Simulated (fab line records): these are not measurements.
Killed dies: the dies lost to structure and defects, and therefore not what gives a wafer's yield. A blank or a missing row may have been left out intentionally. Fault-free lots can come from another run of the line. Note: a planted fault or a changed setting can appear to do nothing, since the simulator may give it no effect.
3 desks, one fault / flow n5Finfet / what lay behind the numbers comes last; until then each desk has only its own

## THE METROLOGY DESK
Means of the sampled wafers that have a number, per lot and without regard to the tool the lot ran on: this is what the gauges read. The brackets show how far a lot's mean lies from the usual mean; more than 4 standard deviations puts the lot out of limits, marked OUT.
Columns: A = cdNm at N5_HKMG_FIN_CD_MEAS_12, usual 93.0 nm; B = NWFM_OVL at N5_HKMG_FIN_OVL_MEAS_13, usual 0.1 nm
lot=L848; first seen here=day 5 10:10; A=92.9; B=-0.1
lot=L856; first seen here=day 7 11:26; A=93.7; B=1.1
lot=L860; first seen here=day 8 08:08; A=93.7; B=0.3
lot=L864; first seen here=day 9 02:14; A=92.6; B=-0.3
lot=L867; first seen here=day 9 19:26; A=92.7; B=-0.2
Finding of this desk: none of the 5 lots has anything out of limits.

## THE TOOL OWNER'S DESK: aldMetal-02
The tool's own readings at N5_HKMG_FIN_ALD_91 (deposits TiN, target thk 1 nm, pulse time 1 s, purge time 3 s): means of the sampled wafers that have a number, for each lot that ran on this tool. The brackets show how far a lot's mean lies from the usual mean; more than 4 standard deviations puts the lot out of limits, marked OUT.
Columns: A = chamberPressureTorr at N5_HKMG_FIN_ALD_91, usual 3.000 Torr; B = heaterPowerW at N5_HKMG_FIN_ALD_91, usual 847 W; C = precursorPulseHeightRel at N5_HKMG_FIN_ALD_91, usual 1.001
lot=L848; first seen here=day 5 11:47; A=3.001; B=860; C=1.024
lot=L856; first seen here=day 7 12:31; A=2.993; B=851; C=1.013
Finding of this desk: none of the 2 lots has anything out of limits.

## THE DEFECT DESK
Per lot, the means of the sampled wafers with a number show what the inspections along the route counted. The brackets show how far a lot's mean lies from the usual mean; more than 4 standard deviations puts the lot out of limits, marked OUT.
Columns: A = rawDefectCount at N5_HKMG_FIN_INSPECT_14, usual 2.0
lot=L848; first seen here=day 5 10:13; A=2.3
lot=L856; first seen here=day 7 11:29; A=1.0
lot=L860; first seen here=day 8 08:12; A=2.0
lot=L864; first seen here=day 9 02:17; A=1.7
lot=L867; first seen here=day 9 19:29; A=1.7
Finding of this desk: none of the 5 lots has anything out of limits.

## BROUGHT TOGETHER
From the metrology desk's view, nothing was out of limits.
Nothing out of limits was seen by the tool owner's desk.
Nothing the defect desk looked at was out of limits.

## WHAT THE SIMULATOR HAD PUT IN
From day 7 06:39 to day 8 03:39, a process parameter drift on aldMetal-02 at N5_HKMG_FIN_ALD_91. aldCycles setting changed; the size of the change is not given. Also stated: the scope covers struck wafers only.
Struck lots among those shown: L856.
